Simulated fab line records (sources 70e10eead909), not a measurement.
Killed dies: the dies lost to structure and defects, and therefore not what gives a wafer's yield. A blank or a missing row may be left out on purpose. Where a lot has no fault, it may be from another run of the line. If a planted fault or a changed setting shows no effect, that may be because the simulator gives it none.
fab line records	flow nandHarc
record lots=5	wafers=15	lastDay=33
route steps=1302 shown A_STAIRCASE@838
lots with no fault: from the same line, run without faults
startH: the number of hours between the record's first day and the start of the first shown wafer of the lot	waitH: hours from the lot's prior step to this one	" the same as in the row above	L1.1+2: several wafers, shown together as one row	- no value, or no start was given	* or withheld: withheld	< > ~ a bound
route shown NAME@n: names a module that has steps shown in the file, with the first one's number in the route	usual: mean/standard deviation of fault-free wafers	same: alike in all rows	chamber/n: place in a boat	sites: the reading at each site	_std_site: how widely they spread, as a standard deviation	_edge_site: outer sites' mean less inner sites'	radiusMm: for every site, how far away it sits from the centre of the wafer	mask NAME#n: copy n	behind: the tool/chamber that last shaped the wafer	hold: reason for holding the lot/hours on hold/outcome of the hold	device: whichever transistor did not switch (one of n, p or np)	end of line: at the end of the route, the tests of the same wafers	a step given without rows: its recipe and nothing more	killed: not the wafer's yield, but the dies lost to structure and defects at the first sort	map: a wafer's dies, x killed, . not, _ none there
set.NAME: the setting that was run; set.NAME@STEP: the one run at that earlier step	model.NAME: the simulator's own value behind a step, which no gauge read
lots seen at some steps along the route; tables by step, rows by wafer
services: from which hour (startH, from the record's first day; less than 0 if before it) a tool's chamber was out of use, for how many hours, and why
## steps
# step NHARC_A_STAIRCASE_PRECLEAN_318
# recipe timeS=*	tempC=50	bathAgeMin=0	chemistry=SC1
# same timeS=*
lot.wafer	tool	chamber	startH	waitH
L079.1+4+3	wetBench-06	4,6,7	-	-
L088.6+4+3	wetBench-06	7,0,3	-	-
L092.5+3+4	wetBench-09	7,0,4	-	-
L095.1+4+5	wetBench-09	2,3,6	-	-
L097.5+1+2	wetBench-03	4,0,1	-	-
# step NHARC_A_STAIRCASE_SRD_329
lot.wafer	tool	chamber	startH	waitH
L079.1+4+3	wetBench-06	4,6,7	-	-
L088.6+4+3	wetBench-06	7,0,3	-	-
L092.5+3+4	wetBench-09	7,0,4	-	-
L095.1+4+5	wetBench-09	2,3,6	-	-
L097.5+1+2	wetBench-03	4,0,1	-	-
# step NHARC_A_STAIRCASE_ALD_415
# recipe targetThkA=300	pulseTimeS=6	aldCycles=300	tempC=300	material=SiO2
# usual heaterPowerW=461/49	precursorPulseHeightRel=0.998/0.021
lot.wafer	tool	chamber	startH	waitH	heaterPowerW	precursorPulseHeightRel
L079.3	aldHk-02	2	430.96	0.1	379	0.992
L079.1	"	3	"	"	508	1.013
L079.4	"	1	"	"	503	1.012
L088.4	aldHk-02	3	539.23	0.3	478	0.992
L088.3	"	1	"	"	494	1.005
L088.6	"	2	"	"	363	0.999
L092.3	aldHk-02	1	566.36	0.3	489	0.978
L092.4	"	3	"	"	473	1.021
L092.5	"	0	"	"	549	1.010
L095.4	aldHk-02	0	605.32	0.3	542	0.991
L095.1	"	2	"	"	367	0.997
L095.5	"	0	"	"	535	1.007
L097.1	aldHk-01	3	622.73	0.4	395	0.991
L097.2	"	1	"	"	510	1.025
L097.5	"	3	"	"	397	0.993
# step NHARC_A_STAIRCASE_ETCHBACK_416
# recipe targetDepthA=360	timeS=7.2	c4f8FlowSccm=withheld	o2FlowSccm=8	arFlowSccm=withheld	rfW=600	biasW=800	chemistry=C4F8/O2/Ar
# usual chamberPressureMTorr=25.000/0.025	oesProductAu=0.928/0.02	rfVppV=724/4.2
# same timeS=7.2
lot.wafer	tool	chamber	startH	waitH	chamberPressureMTorr	oesProductAu	rfHoursCounterH	rfVppV
L079.1	rieDiel-06	3	-	-	25.043	0.928	34	721
L079.3	"	1	"	"	25.039	0.921	33	726
L079.4	"	2	"	"	24.990	0.923	35	731
L088.3	rieDiel-13	0	-	-	25.034	0.923	6	730
L088.4	"	1	"	"	24.990	0.911	3	724
L088.6	"	2	"	"	25.020	0.927	-	725
L092.4	rieDiel-06	2	-	-	25.016	0.921	22	731
L092.3	"	1	"	"	24.977	0.915	26	725
L092.5	"	2	"	"	24.998	0.927	-	729
L095.1	rieDiel-13	3	-	-	24.962	0.918	27	718
L095.4	"	1	"	"	24.957	0.914	20	723
L095.5	"	2	"	"	25.002	0.904	-	727
L097.2	rieDiel-13	1	-	-	24.994	0.911	30	723
L097.1	"	2	"	"	24.998	0.917	32	724
L097.5	"	0	"	"	24.989	0.914	-	729
# step NHARC_A_STAIRCASE_STRIP_476
# recipe timeS=20	o2FlowSccm=500	arFlowSccm=0	biasW=0	chemistry=O2
# usual chamberPressureMTorr=60.00/0.059	drypumpMotorCurrentA=5.7/0.54	oesProductAu=0.998/0.012	rfVppV=58.0/0.95	showerheadPlenumPTorr=3.57/0.14	throttleValvePct=17.036/0.0088
# same timeS=20
lot.wafer	tool	chamber	startH	waitH	chamberPressureMTorr	drypumpMotorCurrentA	oesProductAu	rfHoursCounterH	rfVppV	showerheadPlenumPTorr	throttleValvePct
L079.3	rieDiel-06	2	433.12	0.1	60.07	5.2	0.989	35	58.1	3.76	17.033
L079.1	"	0	"	"	59.95	5.8	0.993	34	58.7	3.54	17.043
L079.4	"	1	"	"	59.98	6.0	0.981	33	57.6	3.60	17.030
L088.3	rieDiel-13	0	541.17	0.1	59.98	5.0	0.987	6	57.6	3.71	17.032
L088.4	"	2	"	"	60.07	5.1	0.986	6	57.2	3.62	17.031
L088.6	"	3	"	"	59.98	6.4	0.989	-	59.0	3.33	17.046
L092.3	rieDiel-06	0	568.29	0.1	60.04	5.8	1.024	27	58.0	3.52	17.059
L092.4	"	2	"	"	59.96	5.2	1.014	22	58.3	3.74	17.047
L092.5	"	0	"	"	60.02	5.8	1.014	-	56.8	3.52	17.031
L095.4	rieDiel-13	2	607.25	0.1	60.05	5.1	0.989	25	56.8	3.61	17.042
L095.1	"	3	"	"	60.07	6.4	0.978	27	56.7	3.32	17.044
L095.5	"	0	"	"	59.95	5.1	0.989	-	57.6	3.70	17.029
L097.1	rieDiel-13	3	624.69	0.1	59.97	6.4	0.979	34	58.2	3.32	17.046
L097.2	"	0	"	"	59.96	5.1	0.998	35	60.2	3.69	17.036
L097.5	"	2	"	"	59.94	5.1	0.987	-	57.6	3.61	17.038
# step NHARC_A_STAIRCASE_DEP_417
# recipe targetThkA=600	stepCoveragePct=20	tempC=400	targetThkNm=60	flowSccm=200	rfW=450	material=Si3N4
# usual heaterPowerW=643/69
lot.wafer	tool	chamber	startH	waitH	heaterPowerW
L079.3	pecvd-02	2	433.21	-	740
L079.1	"	0	"	"	671
L079.4	"	1	"	"	655
L088.3	pecvd-01	2	541.26	-	665
L088.6	"	0	"	"	606
L088.4	"	1	"	"	610
L092.3	pecvd-02	2	568.43	-	725
L092.4	"	2	"	"	756
L092.5	"	0	"	"	704
L095.1	pecvd-01	2	607.34	-	601
L095.4	"	0	"	"	608
L095.5	"	2	"	"	613
L097.2	pecvd-01	0	624.78	-	671
L097.1	"	1	"	"	533
L097.5	"	0	"	"	680
# step NHARC_A_STAIRCASE_WET_418
# recipe tempC=160	targetDepthA=200	chemistry=H3PO4
lot.wafer	tool	chamber	startH	waitH
L079.1+3+4	wetH3po4-02	1	435.21	-
L088.3+4+6	wetH3po4-02	1	541.83	-
L092.3+4+5	wetH3po4-01	1	570.38	-
L095.1+4+5	wetH3po4-01	0	609.47	2.1
L097.1+2+5	wetH3po4-02	0	625.70	-
# step NHARC_A_STAIRCASE_PRECLEAN_419
# recipe timeS=*	tempC=50	bathAgeMin=0	chemistry=SC1
# same timeS=*
lot.wafer	tool	chamber	startH	waitH
L079.4+1+3	wetBench-06	7,1,2	435.79	0.0
L088.4+6+3	wetBench-03	2,3,4	542.40	0.0
L092.4+3+5	wetBench-03	1,2,5	570.96	0.0
L095.1+5+4	wetBench-06	7,3,4	610.04	0.0
L097.2+5+1	wetBench-03	7,3,4	626.27	0.0
# step NHARC_A_STAIRCASE_SRD_421
lot.wafer	tool	chamber	startH	waitH
L079.4+1+3	wetBench-06	7,1,2	-	-
L088.4+6+3	wetBench-03	2,3,4	-	-
L092.4+3+5	wetBench-03	1,2,5	-	-
L095.1+5+4	wetBench-06	7,3,4	-	-
L097.2+5+1	wetBench-03	7,3,4	-	-
# step NHARC_A_STAIRCASE_ALD_420
# recipe targetThkA=200	pulseTimeS=6	aldCycles=200	tempC=300	material=SiO2
# usual heaterPowerW=457/41	precursorPulseHeightRel=1.001/0.019
lot.wafer	tool	chamber	startH	waitH	heaterPowerW	precursorPulseHeightRel
L079.1	aldHk-01	3	435.93	-	406	0.987
L079.4	"	0	"	"	437	1.030
L079.3	"	2	"	"	448	1.024
L088.4	aldHk-04	1	542.55	-	460	0.994
L088.3	"	0	"	"	496	0.994
L088.6	"	1	"	"	464	1.025
L092.4	aldHk-02	2	571.10	-	373	0.960
L092.3	"	0	"	"	549	0.976
L092.5	"	3	"	"	474	0.984
L095.1	aldHk-01	2	610.34	-	444	0.976
L095.4	"	0	"	"	438	0.985
L095.5	"	1	"	"	512	1.012
L097.2	aldHk-01	3	626.73	-	390	1.005
L097.1	"	1	"	"	508	0.992
L097.5	"	3	"	"	393	1.006
# step NHARC_A_STAIRCASE_CVD_552
# recipe targetThkA=400	tempC=700	pressureMtorr=300	material=SiNx
# usual zonePowerBottomPct=15.2/2.1
lot.wafer	tool	chamber	startH	waitH	zonePowerBottomPct
L079.1	lpcvd-01	0	-	-	16.3
L079.3	"	0	"	"	16.2
L079.4	"	0	"	"	16.0
L088.3	lpcvd-01	0	-	-	16.6
L088.4	"	0	"	"	16.3
L088.6	"	0	"	"	16.2
L092.3	lpcvd-01	1	-	-	12.4
L092.4	"	1	"	"	12.5
L092.5	"	1	"	"	12.4
L095.1	lpcvd-02	1	-	-	17.4
L095.4	"	1	"	"	17.3
L095.5	"	1	"	"	17.1
L097.1	lpcvd-02	1	631.89	4.2	17.1
L097.2	"	1	"	"	17.5
L097.5	"	1	"	"	17.5
# step NHARC_A_STAIRCASE_DEP_151
# recipe targetThkA=72000	tempC=400	targetThkNm=7200	teosFlowSccm=200	rfW=500	material=SiO2
# usual heaterPowerW=583/67
lot.wafer	tool	chamber	startH	waitH	heaterPowerW
L079.1	pecvd-02	0	443.36	0.4	629
L079.3	"	2	"	"	656
L079.4	"	1	"	"	538
L088.3	pecvd-01	2	552.84	0.9	537
L088.6	"	0	"	"	559
L088.4	"	2	"	"	513
L092.3	pecvd-02	2	577.59	0.4	726
L092.4	"	2	"	"	585
L092.5	"	1	"	"	550
L095.1	pecvd-01	1	618.91	0.6	580
L095.5	"	2	"	"	493
L095.4	"	1	"	"	478
L097.1	pecvd-02	0	635.50	0.4	686
L097.2	"	2	"	"	748
L097.5	"	1	"	"	525
# step NHARC_A_STAIRCASE_ANNEAL_320
# recipe tempC=750	timeS=1800
# usual tube_center_temp_C_max=751.9/0.3	zonePowerBottomPct=21.6/1.7
# same timeS=1800
lot.wafer	tool	chamber	startH	waitH	tube_center_temp_C_max	zonePowerBottomPct
L079.1	furnace-07	0	448.81	-	752.5	22.9
L079.3	"	0	"	"	752.0	22.9
L079.4	"	0	"	"	752.3	23.1
L088.3	furnace-01	0	556.31	-	751.7	22.3
L088.4	"	0	"	"	752.4	22.1
L088.6	"	0	"	"	752.2	21.9
L092.3	furnace-04	0	585.77	-	751.6	19.0
L092.4	"	0	"	"	752.4	18.8
L092.5	"	0	"	"	751.8	19.1
L095.1	furnace-07	0	625.06	-	751.6	23.1
L095.4	"	0	"	"	752.0	22.5
L095.5	"	0	"	"	751.6	23.0
L097.1	furnace-04	0	639.25	-	752.1	18.9
L097.2	"	0	"	"	752.5	19.0
L097.5	"	0	"	"	751.6	18.7
# step NHARC_A_STAIRCASE_DEP_322
# recipe targetThkA=72000	tempC=400	targetThkNm=7200	teosFlowSccm=200	rfW=500	material=SiO2
# usual heaterPowerW=581/68
lot.wafer	tool	chamber	startH	waitH	heaterPowerW
L079.1	pecvd-01	2	452.37	0.2	624
L079.3	"	0	"	"	782
L079.4	"	0	"	"	612
L088.3	pecvd-01	1	560.10	0.4	608
L088.4	"	1	"	"	478
L088.6	"	2	"	"	494
L092.3	pecvd-01	1	589.22	0.2	580
L092.4	"	0	"	"	559
L092.5	"	2	"	"	514
L095.1	pecvd-04	2	628.65	0.3	590
L095.5	"	0	"	"	541
L095.4	"	2	"	"	483
L097.1	pecvd-02	2	642.64	0.1	677
L097.2	"	0	"	"	637
L097.5	"	0	"	"	533
# step NHARC_A_STAIRCASE_ANNEAL_323
# recipe tempC=750	timeS=1800
# usual tube_center_temp_C_max=751.9/0.31	zonePowerBottomPct=21.0/1.7
# same timeS=1800
lot.wafer	tool	chamber	startH	waitH	tube_center_temp_C_max	zonePowerBottomPct
L079.1	furnace-01	0	456.17	-	752.0	21.9
L079.3	"	0	"	"	752.5	21.7
L079.4	"	0	"	"	752.0	21.8
L088.3	furnace-04	0	565.87	-	752.1	18.8
L088.4	"	0	"	"	752.0	18.9
L088.6	"	0	"	"	752.1	18.9
L092.3	furnace-01	0	594.77	-	751.7	21.9
L092.4	"	0	"	"	751.9	22.1
L092.5	"	0	"	"	751.8	22.0
L095.1	furnace-04	0	635.81	-	752.6	18.9
L095.4	"	0	"	"	752.0	19.1
L095.5	"	0	"	"	752.2	18.6
L097.1	furnace-07	0	647.45	-	751.7	23.2
L097.2	"	0	"	"	751.7	23.3
L097.5	"	0	"	"	751.8	23.1
# step NHARC_A_STAIRCASE_DEP_325
# recipe targetThkA=72000	tempC=400	targetThkNm=7200	teosFlowSccm=200	rfW=500	material=SiO2
# usual heaterPowerW=591/69
lot.wafer	tool	chamber	startH	waitH	heaterPowerW
L079.3	pecvd-02	1	459.70	0.2	552
L079.1	"	2	"	"	727
L079.4	"	2	"	"	602
L088.3	pecvd-02	0	569.48	0.3	650
L088.6	"	1	"	"	550
L088.4	"	2	"	"	588
L092.3	pecvd-01	2	598.75	0.6	499
L092.4	"	0	"	"	569
L092.5	"	2	"	"	508
L095.1	pecvd-02	1	639.25	0.2	598
L095.4	"	1	"	"	529
L095.5	"	2	"	"	595
L097.2	pecvd-02	1	650.83	0.1	559
L097.1	"	2	"	"	676
L097.5	"	1	"	"	525
# step NHARC_A_STAIRCASE_ANNEAL_326
# recipe tempC=750	timeS=1800
# usual tube_center_temp_C_max=752.0/0.31	zonePowerBottomPct=21.5/1.6
# same timeS=1800
lot.wafer	tool	chamber	startH	waitH	tube_center_temp_C_max	zonePowerBottomPct
L079.1	furnace-01	0	465.24	-	751.9	21.8
L079.3	"	0	"	"	751.5	22.0
L079.4	"	0	"	"	752.5	21.6
L088.3	furnace-04	0	575.22	-	751.9	18.9
L088.4	"	0	"	"	751.6	18.9
L088.6	"	0	"	"	752.5	19.2
L092.3	furnace-07	0	604.27	5.4	752.1	23.1
L092.4	"	0	"	"	751.6	23.3
L092.5	"	0	"	"	751.8	23.1
L095.1	furnace-04	0	645.90	-	751.9	19.0
L095.4	"	0	"	"	751.6	18.9
L095.5	"	0	"	"	751.7	19.1
L097.1	furnace-04	0	655.82	-	751.8	18.6
L097.2	"	0	"	"	751.4	18.6
L097.5	"	0	"	"	752.6	18.8
# step NHARC_A_STAIRCASE_DEHYDRATE_433
# recipe tempC=150	timeS=120
# same timeS=120
lot.wafer	tool	chamber	startH	waitH
L079.1+3+4	lithoTrack-05	0	468.61	0.1
L088.3+4+6	lithoTrack-05	0	578.63	0.1
L092.3+4+5	lithoTrack-05	0	607.62	0.1
L095.1+4+5	lithoTrack-03	0	649.32	0.1
L097.1+2+5	lithoTrack-05	0	659.18	0.1
# step NHARC_A_STAIRCASE_HMDS_434
# recipe timeS=30
# same timeS=30
lot.wafer	tool	chamber	startH	waitH
L079.1+3+4	lithoTrack-05	0	-	-
L088.3+4+6	lithoTrack-05	0	-	-
L092.3+4+5	lithoTrack-05	0	-	-
L095.1+4+5	lithoTrack-03	0	-	-
L097.1+2+5	lithoTrack-05	0	-	-
# step NHARC_A_STAIRCASE_COAT_435
# recipe spinRpm=1200
lot.wafer	tool	chamber	startH	waitH
L079.1+3+4	lithoTrack-05	0	-	-
L088.3+4+6	lithoTrack-05	0	-	-
L092.3+4+5	lithoTrack-05	0	-	-
L095.1+4+5	lithoTrack-03	0	-	-
L097.1+2+5	lithoTrack-05	0	-	-
# step NHARC_A_STAIRCASE_SOFTBAKE_436
# recipe tempC=135	timeS=170
# same timeS=170
lot.wafer	tool	chamber	startH	waitH
L079.1+3+4	lithoTrack-05	0	-	-
L088.3+4+6	lithoTrack-05	0	-	-
L092.3+4+5	lithoTrack-05	0	-	-
L095.1+4+5	lithoTrack-03	0	-	-
L097.1+2+5	lithoTrack-05	0	-	-
# step NHARC_A_STAIRCASE_EBR_437
lot.wafer	tool	chamber	startH	waitH
L079.1+3+4	lithoTrack-05	0	-	-
L088.3+4+6	lithoTrack-05	0	-	-
L092.3+4+5	lithoTrack-05	0	-	-
L095.1+4+5	lithoTrack-03	0	-	-
L097.1+2+5	lithoTrack-05	0	-	-
# step NHARC_A_STAIRCASE_EXPOSE_438
# recipe na=0.5	doseMj=28.97	maskId=STAIR_REV
lot.wafer	tool	chamber	startH	waitH	mask
L079.1+3+4	krfScanner-01	0	468.94	-	STAIR_REV#0
L088.3+4+6	krfScanner-02	0	578.98	-	STAIR_REV#0
L092.3+4+5	krfScanner-01	0	607.96	-	STAIR_REV#0
L095.1+4+5	krfScanner-03	0	649.65	-	STAIR_REV#0
L097.1+2+5	krfScanner-02	0	659.51	-	STAIR_REV#0
# step NHARC_A_STAIRCASE_PEB_439
# recipe pebTempC=115	pebTimeS=130
lot.wafer	tool	chamber	startH	waitH
L079.1+3+4	lithoTrack-03	0	469.01	0.1
L088.3+4+6	lithoTrack-03	0	579.03	0.1
L092.3+4+5	lithoTrack-03	0	608.02	0.0
L095.1+4+5	lithoTrack-07	0	649.72	0.1
L097.1+2+5	lithoTrack-07	0	659.58	0.1
# step NHARC_A_STAIRCASE_DEVELOP_440
# recipe timeS=140
# same timeS=140
lot.wafer	tool	chamber	startH	waitH
L079.1+3+4	lithoTrack-03	0	-	-
L088.3+4+6	lithoTrack-03	0	-	-
L092.3+4+5	lithoTrack-03	0	-	-
L095.1+4+5	lithoTrack-07	0	-	-
L097.1+2+5	lithoTrack-07	0	-	-
# step NHARC_A_STAIRCASE_HARDBAKE_442
# recipe tempC=120	timeS=140
# same timeS=140
lot.wafer	tool	chamber	startH	waitH
L079.1+3+4	lithoTrack-07	0	469.22	-
L088.3+4+6	lithoTrack-07	0	579.26	-
L092.3+4+5	lithoTrack-07	0	608.24	-
L095.1+4+5	lithoTrack-07	0	649.94	-
L097.1+2+5	lithoTrack-05	0	659.80	-
# step NHARC_A_STAIRCASE_DESCUM_443
# recipe timeS=3	o2FlowSccm=200	arFlowSccm=0	biasPowerW=0	chemistry=O2
# usual chamberPressureMTorr=60.00/0.057	drypumpMotorCurrentA=5.7/0.5	oesProductAu=1.000/0.011	rfVppV=57.9/0.93	showerheadPlenumPTorr=1.94/0.078	throttleValvePct=11.311/0.0087
# same timeS=3
lot.wafer	tool	chamber	startH	waitH	chamberPressureMTorr	drypumpMotorCurrentA	oesProductAu	rfHoursCounterH	rfVppV	showerheadPlenumPTorr	throttleValvePct
L079.1	rieDiel-13	3	469.32	-	59.88	6.4	0.995	41	57.4	1.81	11.318
L079.3	"	0	"	"	59.95	5.1	1.001	44	58.2	2.03	11.318
L079.4	"	2	"	"	59.94	5.1	1.005	43	57.0	1.97	11.309
L088.4	rieDiel-13	0	579.35	-	60.08	5.0	0.987	14	58.0	2.02	11.312
L088.3	"	2	"	"	59.95	5.1	0.984	17	57.2	1.96	11.312
L088.6	"	0	"	"	60.03	5.0	0.988	-	56.9	2.02	11.320
L092.4	rieDiel-06	3	608.35	-	59.93	6.4	0.995	43	56.9	1.86	11.317
L092.3	"	0	"	"	60.06	5.8	1.013	42	56.5	1.90	11.301
L092.5	"	2	"	"	59.95	5.2	0.997	-	58.2	2.03	11.317
L095.4	rieDiel-13	0	650.04	-	59.99	5.1	0.991	41	57.4	2.01	11.302
L095.1	"	2	"	"	59.97	5.1	0.981	38	59.7	1.96	11.296
L095.5	"	1	"	"	60.04	5.3	0.990	-	57.4	1.92	11.310
L097.2	rieDiel-06	0	659.89	-	60.10	5.8	1.015	53	56.1	1.90	11.315
L097.1	"	2	"	"	59.95	5.2	0.996	53	57.0	2.03	11.314
L097.5	"	0	"	"	59.96	5.8	1.012	-	58.3	1.90	11.311
# step NHARC_A_STAIRCASE_ETCH_444
# recipe targetDepthA=2.04e+05	timeS=6800	c4f8FlowSccm=20	o2FlowSccm=10	arFlowSccm=withheld	rfW=600	biasW=1000	chemistry=C4F8/O2
# usual chamberPressureMTorr=25.000/0.028	oesProductAu=0.929/0.014	rfVppV=808/4.6
# same timeS=6800
lot.wafer	tool	chamber	startH	waitH	chamberPressureMTorr	oesProductAu	rfHoursCounterH	rfVppV
L079.4	rieDiel-13	2	469.40	0.1	25.013	0.913	44	810
L079.3	"	3	"	"	24.958	0.928	42	800
L079.1	"	0	"	"	24.991	0.922	45	814
L088.3	rieDiel-13	3	579.43	0.1	25.054	0.923	17	800
L088.4	"	2	580.86	1.5	24.958	0.918	17	811
L088.6	"	0	"	"	25.026	0.919	-	813
L092.4	rieDiel-06	2	608.90	0.5	24.997	0.912	38	814
L092.3	"	3	"	"	24.980	0.932	44	804
L092.5	"	2	610.80	2.4	25.003	0.921	-	814
L095.1	rieDiel-13	0	650.65	0.6	25.013	0.909	42	812
L095.4	"	2	"	"	24.957	0.917	39	810
L095.5	"	0	"	"	24.939	0.923	-	812
L097.2	rieDiel-06	3	659.98	0.1	25.023	0.922	56	803
L097.1	"	1	"	"	24.984	0.925	55	807
L097.5	"	0	662.32	2.4	24.980	0.940	-	806
# step NHARC_A_STAIRCASE_STRIP_446
# recipe powerW=1500	tempC=250	chemistry=O2
# usual drypumpMotorCurrentA=5.6/0.58	heaterPowerW=363/23
lot.wafer	tool	chamber	startH	waitH	drypumpMotorCurrentA	heaterPowerW	rfHoursCounterH
L079.1	plasmaAsher-01	1	473.85	0.1	6.0	363	25
L079.3	"	0	"	"	6.3	328	-
L079.4	"	1	"	"	5.9	366	-
L088.4	plasmaAsher-02	0	583.93	0.1	5.2	389	-
L088.3	"	1	"	"	4.8	370	-
L088.6	"	1	"	"	4.8	362	-
L092.4	plasmaAsher-01	0	612.91	0.1	6.3	336	-
L092.3	"	1	"	"	5.9	369	-
L092.5	"	1	"	"	5.9	375	-
L095.1	plasmaAsher-01	0	654.58	0.1	6.3	333	25
L095.4	"	0	"	"	6.3	326	-
L095.5	"	0	"	"	6.3	326	-
L097.2	plasmaAsher-02	1	664.50	0.2	4.8	364	11
L097.1	"	0	"	"	5.2	424	11
L097.5	"	0	"	"	5.2	413	-
# step NHARC_A_STAIRCASE_STRIP_447
# recipe timeS=900	tempC=130	chemistry=SPM
# same timeS=900
lot.wafer	tool	chamber	startH	waitH
L079.3+1+4	wetBench-09	3,5,7	474.16	0.2
L088.4+3+6	wetBench-06	1,3,6	584.18	0.2
L092.4+5+3	wetBench-06	4,7,0	613.16	0.2
L095.5+1+4	wetBench-03	7,2,4	654.93	0.1
L097.2+5+1	wetBench-09	2,4,5	664.85	0.3
# step NHARC_A_STAIRCASE_PRECLEAN_448
# recipe timeS=*	tempC=50	bathAgeMin=0	chemistry=SC1
# same timeS=*
lot.wafer	tool	chamber	startH	waitH
L079.3+1+4	wetBench-09	3,5,7	-	-
L088.4+3+6	wetBench-06	1,3,6	-	-
L092.4+5+3	wetBench-06	4,7,0	-	-
L095.5+1+4	wetBench-03	7,2,4	-	-
L097.2+5+1	wetBench-09	2,4,5	-	-
# step NHARC_A_STAIRCASE_SRD_449
lot.wafer	tool	chamber	startH	waitH
L079.3+1+4	wetBench-09	3,5,7	-	-
L088.4+3+6	wetBench-06	1,3,6	-	-
L092.4+5+3	wetBench-06	4,7,0	-	-
L095.5+1+4	wetBench-03	7,2,4	-	-
L097.2+5+1	wetBench-09	2,4,5	-	-
# step NHARC_A_STAIRCASE_CMP_450
# recipe targetThkNm=200	material=SiO2
# usual motorCurrentA=11.6/1.1
lot.wafer	tool	chamber	startH	waitH	motorCurrentA
L079.4	cmp-03	2	474.61	-	12.5
L079.3	"	3	"	"	10.2
L079.1	"	0	"	"	10.5
L088.4	cmp-02	1	584.63	-	12.6
L088.3	"	3	"	"	11.7
L088.6	"	1	"	"	12.7
L092.4	cmp-02	3	613.62	-	11.1
L092.3	"	1	"	"	11.9
L092.5	"	2	"	"	10.6
L095.4	cmp-02	3	655.39	-	11.7
L095.1	"	1	"	"	12.5
L095.5	"	3	"	"	10.9
L097.2	cmp-03	1	665.29	-	12.0
L097.1	"	0	"	"	9.8
L097.5	"	2	"	"	11.4
# step NHARC_A_STAIRCASE_CMP_152
# usual motorCurrentA=11.6/1
lot.wafer	tool	chamber	startH	waitH	motorCurrentA
L079.4	cmp-03	2	474.68	0.1	12.0
L079.3	"	3	"	"	10.5
L079.1	"	0	"	"	9.6
L088.4	cmp-02	1	587.63	3.0	12.4
L088.3	"	3	"	"	10.7
L088.6	"	1	"	"	11.9
L092.4	cmp-02	3	613.70	0.1	10.8
L092.3	"	1	"	"	11.9
L092.5	"	2	"	"	11.0
L095.4	cmp-02	3	655.47	0.1	11.0
L095.1	"	1	"	"	11.8
L095.5	"	3	"	"	11.2
L097.2	cmp-03	1	665.37	0.1	12.2
L097.1	"	0	"	"	10.2
L097.5	"	2	"	"	12.0
# step NHARC_A_STAIRCASE_SRD_154
lot.wafer	tool	chamber	startH	waitH
L079.4+3+1	wetBench-06	6,7,3	474.97	0.0
L088.3+6+4	wetBench-09	1,4,5	587.92	0.0
L092.3+5+4	wetBench-03	0,1,4	613.97	0.0
L095.1+4+5	wetBench-03	5,6,7	655.75	0.0
L097.1+2+5	wetBench-03	1,2,3	665.67	0.1
# step NHARC_A_STAIRCASE_ETCH_403
# recipe targetDepthA=1082	chemistry=dHF	material=SiO2
lot.wafer	tool	chamber	startH	waitH
L079.4+3+1	wetBench-06	6,7,3	474.99	0.0
L088.3+6+4	wetBench-09	1,4,5	587.95	0.0
L092.3+5+4	wetBench-03	0,1,4	614.00	0.0
L095.1+4+5	wetBench-03	5,6,7	655.78	0.0
L097.1+2+5	wetBench-03	1,2,3	665.69	0.0
# step NHARC_A_STAIRCASE_ETCHBACK_422
# recipe targetDepthA=400	overEtchFrac=0.3	timeS=74.286	ionEnergyEv=120	ch3fFlowSccm=50	o2FlowSccm=30	arFlowSccm=200	rfW=500	biasW=100	chemistry=CH3F/O2
# usual chamberPressureMTorr=25.001/0.024	drypumpMotorCurrentA=5.7/0.5	oesProductAu=0.95/0.036	rfVppV=245.0/1.6	showerheadPlenumPTorr=2.50/0.1	throttleValvePct=20.663/0.0092
# same overEtchFrac=0.3	timeS=74.286
lot.wafer	tool	chamber	startH	waitH	chamberPressureMTorr	drypumpMotorCurrentA	oesProductAu	rfHoursCounterH	rfVppV	showerheadPlenumPTorr	throttleValvePct
L079.1	rieDiel-13	2	475.14	0.1	24.996	5.1	0.99	47	245.4	2.53	20.676
L079.4	"	3	"	"	25.001	6.4	0.98	45	242.6	2.33	20.667
L079.3	"	0	"	"	24.984	5.1	0.98	46	245.6	2.60	20.656
L088.4	rieDiel-09	2	588.09	0.1	24.938	6.2	0.92	28	243.8	2.42	20.676
L088.3	"	3	"	"	24.975	6.0	0.93	29	246.6	2.65	20.656
L088.6	"	3	"	"	24.971	6.0	0.92	-	247.2	2.65	20.664
L092.3	rieDiel-13	3	614.16	0.2	25.027	6.4	0.92	30	242.5	2.31	20.671
L092.4	"	1	"	"	25.038	5.4	0.92	25	244.8	2.47	20.661
L092.5	"	2	"	"	25.024	5.1	0.92	-	245.0	2.52	20.661
L095.1	rieDiel-06	1	655.99	0.2	24.967	5.9	0.93	52	244.1	2.48	20.652
L095.4	"	2	"	"	25.027	5.2	0.92	51	245.9	2.60	20.667
L095.5	"	1	"	"	24.966	5.9	0.93	-	243.1	2.48	20.680
L097.1	rieDiel-13	0	665.83	0.1	24.952	5.1	0.92	50	246.6	2.57	20.665
L097.2	"	1	"	"	25.000	5.4	0.92	46	244.1	2.46	20.690
L097.5	"	1	"	"	25.001	5.4	0.92	-	245.4	2.46	20.668
# step NHARC_A_STAIRCASE_ETCH_423
# recipe targetDepthA=300	chemistry=dHF	material=SiO2
lot.wafer	tool	chamber	startH	waitH
L079.4+3+1	wetBench-09	0,1,4	475.30	-
L088.4+6+3	wetBench-03	7,1,2	588.25	0.1
L092.4+3+5	wetBench-09	0,3,4	614.31	0.1
L095.5+4+1	wetBench-06	7,1,2	656.14	0.1
L097.5+1+2	wetBench-03	2,3,4	666.00	0.1
## services
tool	chamber	startH	hours	kind
pecvd-02	-	408.56	13.0	pm
rieDiel-06	3	422.45	7.5	repair
rieDiel-06	-	425.03	0.3	repair
rieDiel-13	3	438.47	4.7	repair
rieDiel-06	2	442.72	2.9	repair
lithoTrack-03	-	450.00	7.0	pm
pecvd-01	-	451.35	1.0	repair
wetBench-06	-	453.41	13.2	repair
lithoTrack-05	-	474.00	7.0	pm
pecvd-01	0	474.91	17.9	repair
rieDiel-13	-	478.05	0.4	repair
rieDiel-06	-	484.85	9.0	pm
pecvd-01	-	492.09	13.0	pm
rieDiel-13	-	520.51	9.0	pm
wetBench-09	-	528.81	8.0	pm
rieDiel-13	1	534.71	5.6	repair
wetBench-06	-	545.62	8.0	pm
pecvd-02	-	549.54	13.7	repair
wetBench-03	-	562.40	8.0	pm
pecvd-02	-	589.68	13.0	pm
pecvd-01	1	594.58	13.5	repair
rieDiel-06	-	614.35	17.7	repair
lithoTrack-03	-	625.00	7.0	pm
lithoTrack-05	-	649.00	7.0	pm
## key
fault none
